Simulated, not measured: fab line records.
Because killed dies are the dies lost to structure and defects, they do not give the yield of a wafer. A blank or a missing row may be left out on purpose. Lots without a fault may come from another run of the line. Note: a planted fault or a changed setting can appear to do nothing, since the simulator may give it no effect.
Chamber matching	flow n5Finfet	N5_BEOL_M3_ALD_84 on aldMetal-01 has 4 sister chambers
The step deposits TaN, pulse time 2 s, purge time 3 s, co reactant purge time 2 s. 22 wafers are shown with their chamber, then 11 later ones without.

## WAFERS PAIRED WITH THEIR CHAMBERS
wafer	chamber	heaterPowerW (W)
L075.1	1	490
L075.2	3	414
L075.5	3	418
L077.1	3	410
L077.2	0	442
L077.5	2	439
L078.1	3	414
L078.3	1	489
L078.6	2	426
L079.2	1	492
L079.3	2	433
L079.6	1	493
L082.1	1	503
L082.2	2	418
L082.5	3	400
L083.1	0	431
L083.4	1	503
L083.6	3	416
L085.2	3	402
L085.4	0	441
L085.5	2	440
L087.4	1	494

SIGNATURES, as means of the wafers listed above
reading	chamber 0	chamber 1	chamber 2	chamber 3	scatter within a chamber
heaterPowerW	438.00	494.86	431.20	410.57	7.12
Rule: distance of a wafer from a chamber = root of the sum over the readings of ((wafer's reading minus chamber's mean) / reading's scatter) squared. The wafer belongs to the nearest chamber; if the next one is less than 2 further off, it can't be placed. How the scatter is found: for the shown wafers, subtract from each reading the mean of its chamber, square and add these, divide the total by (wafers less chambers), then take the root.

## WAFERS WITH NO CHAMBER GIVEN
wafer	heaterPowerW (W)
L087.5	411
L087.6	428
L091.2	413
L091.3	431
L091.4	443
L093.3	435
L093.5	422
L093.6	492
L096.2	424
L096.5	437
L096.6	497

## THE CHAMBER EACH PASSED THROUGH
wafer	from the rows above	in truth
L087.5	3	3
L087.6	can't be placed: 2 or 0 or 3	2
L091.2	3	3
L091.3	can't be placed: 2 or 0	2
L091.4	can't be placed: 0 or 2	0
L093.3	can't be placed: 0 or 2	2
L093.5	can't be placed: 2 or 3 or 0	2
L093.6	1	1
L096.2	can't be placed: 2 or 3 or 0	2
L096.5	can't be placed: 0 or 2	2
L096.6	1	1
Correctly placed: 4 of 11. Not placeable from these rows: 7 (in 7, the candidates include the true chamber). 0 placed wrongly.
